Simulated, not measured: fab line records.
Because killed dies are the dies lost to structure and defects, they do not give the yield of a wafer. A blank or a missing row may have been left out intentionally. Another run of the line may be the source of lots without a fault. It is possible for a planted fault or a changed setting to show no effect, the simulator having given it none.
What tool caused it?	flow nand-harc	11 lots with 33 wafers sampled at 4 steps, on a route of 1302 steps

== WHAT THE GAUGES READ, wafer by wafer ==
NHARC_A_BONDPAD_THK_MEAS_20: measures by xrf.
lot	measured	on	thk-nm (nm)
L893	day 23 12:29	film-metro-01	169.0 170.8 171.6
L894	day 23 15:16	film-metro-01	167.8 170.0 167.6
L898	day 25 16:50	film-metro-01	165.7 170.8 167.5
L901	day 27 02:11	film-metro-01	169.4 171.4 167.2
L904	day 28 06:24	film-metro-01	30.1 28.0 30.5
L905	day 28 11:03	film-metro-01	31.1 28.8 28.4
L906	day 28 13:02	film-metro-01	169.6 168.8 167.8
L907	day 29 08:33	film-metro-01	169.3 168.9 165.3
L908	day 29 14:30	film-metro-02	170.5 171.6 170.5
L910	day 30 16:44	film-metro-02	171.2 171.8 172.1
L912	day 30 21:34	film-metro-01	173.1 172.0 171.2

== WHAT TOOL EACH LOT RAN ON (gives the tool, then ch and the chambers of the sampled wafers, and finally the start) ==
lot	NHARC_A_BONDPAD_ETCH_34	NHARC_A_BONDPAD_ECD_18	NHARC_A_BONDPAD_ANNEAL_28
L893	rie-diel-12 ch 0,2, day 23 10:11	ecd-cu-01 ch 0,1, day 23 11:26	rtp-anneal-02 ch 0, day 23 11:48
L894	rie-diel-12 ch 2,3, day 23 13:01	ecd-cu-01 ch 1, day 23 14:16	rtp-anneal-02 ch 0, day 23 14:35
L898	rie-diel-13 ch 2,3, day 25 14:31	ecd-cu-01 ch 0,1, day 25 15:53	rtp-anneal-02 ch 0, day 25 16:19
L901	rie-diel-05 ch 1,2,3, day 26 23:56	ecd-cu-01 ch 0,1, day 27 01:14	rtp-anneal-02 ch 0, day 27 01:37
L904	rie-diel-05 ch 1,2, day 28 04:01	ecd-cu-01 ch 0,1, day 28 05:21	rtp-anneal-02 ch 0, day 28 05:44
L905	rie-diel-13 ch 0,1,2, day 28 08:21	ecd-cu-02 ch 0,1, day 28 10:04	rtp-anneal-01 ch 0, day 28 10:23
L906	rie-diel-05 ch 0,1,2, day 28 10:47	ecd-cu-02 ch 0,1, day 28 11:59	rtp-anneal-01 ch 0, day 28 12:22
L907	rie-diel-13 ch 0,2,3, day 29 06:17	ecd-cu-01 ch 0,1, day 29 07:34	rtp-anneal-02 ch 0, day 29 07:56
L908	rie-diel-05 ch 0,3, day 29 12:11	ecd-cu-01 ch 0,1, day 29 13:35	rtp-anneal-02 ch 0, day 29 13:55
L910	rie-diel-05 ch 2,3, day 30 14:28	ecd-cu-02 ch 0, day 30 15:42	rtp-anneal-02 ch 0, day 30 16:07
L912	rie-diel-13 ch 1,2,3, day 30 19:19	ecd-cu-02 ch 0,1, day 30 20:31	rtp-anneal-02 ch 0, day 30 20:54
- NHARC_A_BONDPAD_ETCH_34: etches the open film in N2/H2, target depth 60 nm, overetch 18 nm, time 65.91 s.
- NHARC_A_BONDPAD_ECD_18: material Cu, target thk 400 nm.
- NHARC_A_BONDPAD_ANNEAL_28: time 90 s.

== THE ANSWER, worked out from the rows above alone ==
Rule: the lots themselves supply what counts as usual. Put in order of their means at a reading, lots are off if they are a third of the lots or fewer, leave a main group of 4 or more, and stand apart from it by a gap of 3 or more times the standard deviation of the main group's means; of several such gaps the widest counts. If all means in a main group match to the digits the tables above print for the reading, that group is not used. A lot without any number at a reading at which 4 lots or more have one is off too. Where the step has rows for the other lots, those lots are counted as sound.
Off at NHARC_A_BONDPAD_THK_MEAS_20 (thk-nm): L904, L905. Main group: mean 169.7 nm, sd 1.5.
If a tool, at a process step before that reading, ran all the lots that are off and no sound lot after the first of them, it fits. Gauges at NHARC_A_BONDPAD_THK_MEAS_20: tried the same way as those tools. No candidate that was tried fits.

== WHAT WAS PUT IN BY THE SIMULATOR ==
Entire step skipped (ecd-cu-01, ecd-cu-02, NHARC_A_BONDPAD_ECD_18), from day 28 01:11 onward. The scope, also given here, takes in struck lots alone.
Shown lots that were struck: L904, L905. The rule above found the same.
